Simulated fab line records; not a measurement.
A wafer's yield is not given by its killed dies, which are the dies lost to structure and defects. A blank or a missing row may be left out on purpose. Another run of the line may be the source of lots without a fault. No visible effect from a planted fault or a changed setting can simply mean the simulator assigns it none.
Chamber matching / flow nandHarc / NHARC_P_GATE_STRIP_101 on rieDiel-02: 4 sister chambers
The step strips in O2, time 20 s. 22 wafers are shown with their chamber, then 11 later ones without.

== EACH WAFER AND ITS CHAMBER ==
wafer=L077.2; chamber=0; showerheadPlenumPTorr (Torr)=3.65; drypumpMotorCurrentA (A)=4.7; oesProductAu (a.u.)=1.003
wafer=L077.3; chamber=3; showerheadPlenumPTorr (Torr)=3.44; drypumpMotorCurrentA (A)=5.7; oesProductAu (a.u.)=1.003
wafer=L077.5; chamber=3; showerheadPlenumPTorr (Torr)=3.44; drypumpMotorCurrentA (A)=5.7; oesProductAu (a.u.)=0.990
wafer=L079.2; chamber=3; showerheadPlenumPTorr (Torr)=3.43; drypumpMotorCurrentA (A)=5.7; oesProductAu (a.u.)=1.004
wafer=L079.5; chamber=0; showerheadPlenumPTorr (Torr)=3.65; drypumpMotorCurrentA (A)=4.7; oesProductAu (a.u.)=1.003
wafer=L079.6; chamber=3; showerheadPlenumPTorr (Torr)=3.43; drypumpMotorCurrentA (A)=5.7; oesProductAu (a.u.)=0.992
wafer=L081.3; chamber=3; showerheadPlenumPTorr (Torr)=3.43; drypumpMotorCurrentA (A)=5.7; oesProductAu (a.u.)=1.004
wafer=L081.5; chamber=3; showerheadPlenumPTorr (Torr)=3.43; drypumpMotorCurrentA (A)=5.7; oesProductAu (a.u.)=1.011
wafer=L081.6; chamber=2; showerheadPlenumPTorr (Torr)=3.50; drypumpMotorCurrentA (A)=5.4; oesProductAu (a.u.)=0.988
wafer=L082.1; chamber=0; showerheadPlenumPTorr (Torr)=3.65; drypumpMotorCurrentA (A)=4.7; oesProductAu (a.u.)=1.010
wafer=L082.4; chamber=0; showerheadPlenumPTorr (Torr)=3.65; drypumpMotorCurrentA (A)=4.7; oesProductAu (a.u.)=1.003
wafer=L082.5; chamber=1; showerheadPlenumPTorr (Torr)=3.50; drypumpMotorCurrentA (A)=5.4; oesProductAu (a.u.)=0.999
wafer=L087.3; chamber=2; showerheadPlenumPTorr (Torr)=3.50; drypumpMotorCurrentA (A)=5.3; oesProductAu (a.u.)=1.003
wafer=L087.5; chamber=2; showerheadPlenumPTorr (Torr)=3.50; drypumpMotorCurrentA (A)=5.4; oesProductAu (a.u.)=1.003
wafer=L087.6; chamber=1; showerheadPlenumPTorr (Torr)=3.50; drypumpMotorCurrentA (A)=5.3; oesProductAu (a.u.)=1.002
wafer=L088.3; chamber=3; showerheadPlenumPTorr (Torr)=3.43; drypumpMotorCurrentA (A)=5.7; oesProductAu (a.u.)=0.994
wafer=L088.5; chamber=1; showerheadPlenumPTorr (Torr)=3.50; drypumpMotorCurrentA (A)=5.3; oesProductAu (a.u.)=0.996
wafer=L088.6; chamber=3; showerheadPlenumPTorr (Torr)=3.43; drypumpMotorCurrentA (A)=5.7; oesProductAu (a.u.)=0.989
wafer=L089.2; chamber=1; showerheadPlenumPTorr (Torr)=3.50; drypumpMotorCurrentA (A)=5.3; oesProductAu (a.u.)=1.000
wafer=L089.3; chamber=0; showerheadPlenumPTorr (Torr)=3.64; drypumpMotorCurrentA (A)=4.7; oesProductAu (a.u.)=1.007
wafer=L089.5; chamber=1; showerheadPlenumPTorr (Torr)=3.50; drypumpMotorCurrentA (A)=5.4; oesProductAu (a.u.)=0.993
wafer=L090.1; chamber=1; showerheadPlenumPTorr (Torr)=3.49; drypumpMotorCurrentA (A)=5.4; oesProductAu (a.u.)=0.998

SIGNATURES (means of the wafers above)
reading=showerheadPlenumPTorr; chamber 0=3.6480; chamber 1=3.4983; chamber 2=3.5000; chamber 3=3.4325; scatter within a chamber=0.00417
reading=drypumpMotorCurrentA; chamber 0=4.700; chamber 1=5.350; chamber 2=5.367; chamber 3=5.700; scatter within a chamber=0.0347
reading=oesProductAu; chamber 0=1.00520; chamber 1=0.99800; chamber 2=0.99800; chamber 3=0.99838; scatter within a chamber=0.00625
Rule: for a wafer and a chamber, the distance is found by dividing, reading by reading, the gap between the wafer's reading and the chamber's mean by the reading's scatter, squaring, summing and taking the root. If the next closest chamber is less than 2 further off than the closest, the wafer can't be placed; otherwise it belongs to the closest. How the scatter is found: for the shown wafers, subtract from each reading the mean of its chamber, square and add these, divide the total by (wafers less chambers), then take the root.

== WAFERS WHOSE CHAMBER IS MISSING ==
wafer=L090.4; showerheadPlenumPTorr (Torr)=3.43; drypumpMotorCurrentA (A)=5.7; oesProductAu (a.u.)=0.995
wafer=L090.5; showerheadPlenumPTorr (Torr)=3.43; drypumpMotorCurrentA (A)=5.7; oesProductAu (a.u.)=0.996
wafer=L092.1; showerheadPlenumPTorr (Torr)=3.43; drypumpMotorCurrentA (A)=5.7; oesProductAu (a.u.)=0.997
wafer=L092.2; showerheadPlenumPTorr (Torr)=3.64; drypumpMotorCurrentA (A)=4.7; oesProductAu (a.u.)=1.004
wafer=L092.4; showerheadPlenumPTorr (Torr)=3.50; drypumpMotorCurrentA (A)=5.4; oesProductAu (a.u.)=0.990
wafer=L094.2; showerheadPlenumPTorr (Torr)=3.43; drypumpMotorCurrentA (A)=5.7; oesProductAu (a.u.)=1.003
wafer=L094.3; showerheadPlenumPTorr (Torr)=3.64; drypumpMotorCurrentA (A)=4.7; oesProductAu (a.u.)=1.008
wafer=L094.4; showerheadPlenumPTorr (Torr)=3.50; drypumpMotorCurrentA (A)=5.4; oesProductAu (a.u.)=1.003
wafer=L095.3; showerheadPlenumPTorr (Torr)=3.64; drypumpMotorCurrentA (A)=4.7; oesProductAu (a.u.)=1.003
wafer=L095.5; showerheadPlenumPTorr (Torr)=3.50; drypumpMotorCurrentA (A)=5.4; oesProductAu (a.u.)=1.007
wafer=L095.6; showerheadPlenumPTorr (Torr)=3.43; drypumpMotorCurrentA (A)=5.7; oesProductAu (a.u.)=0.998

== EACH ONE'S CHAMBER ==
wafer=L090.4; from the rows above=3; in truth=3
wafer=L090.5; from the rows above=3; in truth=3
wafer=L092.1; from the rows above=3; in truth=3
wafer=L092.2; from the rows above=0; in truth=0
wafer=L092.4; from the rows above=can't be placed: 2 or 1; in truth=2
wafer=L094.2; from the rows above=3; in truth=3
wafer=L094.3; from the rows above=0; in truth=0
wafer=L094.4; from the rows above=can't be placed: 2 or 1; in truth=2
wafer=L095.3; from the rows above=0; in truth=0
wafer=L095.5; from the rows above=can't be placed: 2 or 1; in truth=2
wafer=L095.6; from the rows above=3; in truth=3
Placed correctly: 8 of 11. Can't be placed from these rows: 3 (the true chamber is among the candidates in 3). Wrongly placed: 0.
